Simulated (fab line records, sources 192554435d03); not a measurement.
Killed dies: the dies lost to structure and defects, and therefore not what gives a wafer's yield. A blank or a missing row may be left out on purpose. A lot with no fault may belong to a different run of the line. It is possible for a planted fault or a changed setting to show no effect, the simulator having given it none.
Chamber matching + flow n5_finfet + N5_BEOL_M10_DEP_56 on pecvd-03 has 3 sister chambers
The step deposits SiCN from 3MS/NH3, target thk 15 nm, time 26.5 s. 6 wafers are shown with their chamber, then 9 later ones without.

WAFERS WITH THEIR CHAMBER
| wafer  | chamber | showerhead_plenum_p_Torr (Torr) | showerhead_vpp_V (V) |
|--------|---------|---------------------------------|----------------------|
| L078.1 | 1       | 3.662                           | 862                  |
| L082.2 | 1       | 3.655                           | 869                  |
| L082.6 | 0       | 3.664                           | 828                  |
| L087.1 | 2       | 3.694                           | 837                  |
| L087.4 | 2       | 3.683                           | 838                  |
| L087.5 | 0       | 3.662                           | 827                  |

WAFERS WITH NO CHAMBER GIVEN
| wafer  | showerhead_plenum_p_Torr (Torr) | showerhead_vpp_V (V) |
|--------|---------------------------------|----------------------|
| L091.1 | 3.654                           | 818                  |
| L091.2 | 3.686                           | 839                  |
| L091.3 | 3.665                           | 824                  |
| L091.4 | 3.689                           | 845                  |
| L091.5 | 3.685                           | 844                  |
| L091.6 | 3.663                           | 830                  |
| L095.1 | 3.699                           | 836                  |
| L095.3 | 3.653                           | 852                  |
| L095.4 | 3.683                           | 838                  |

WHICH CHAMBER EACH WENT THROUGH
| wafer  | from the rows above | in truth |
|--------|---------------------|----------|
| L091.1 | 0                   | 0        |
| L091.2 | 2                   | 2        |
| L091.3 | 0                   | 0        |
| L091.4 | 2                   | 2        |
| L091.5 | 2                   | 2        |
| L091.6 | 0                   | 0        |
| L095.1 | 2                   | 2        |
| L095.3 | 1                   | 1        |
| L095.4 | 2                   | 2        |
Placed correctly: 9 of 9. Left unplaced by these rows: 0. Placed wrongly: 0.
How it was worked out, from the rows above alone: a wafer's distance from a chamber is the root of the sum, over the readings, of the square of ((its reading less the chamber's mean) divided by the reading's scatter). If the next closest chamber is less than 2 further off than the closest, the wafer can't be placed; otherwise it belongs to the closest. A chamber's mean is the mean of its shown wafers. How the scatter is found: for the shown wafers, subtract from each reading the mean of its chamber, square and add these, divide the total by (wafers less chambers), then take the root.
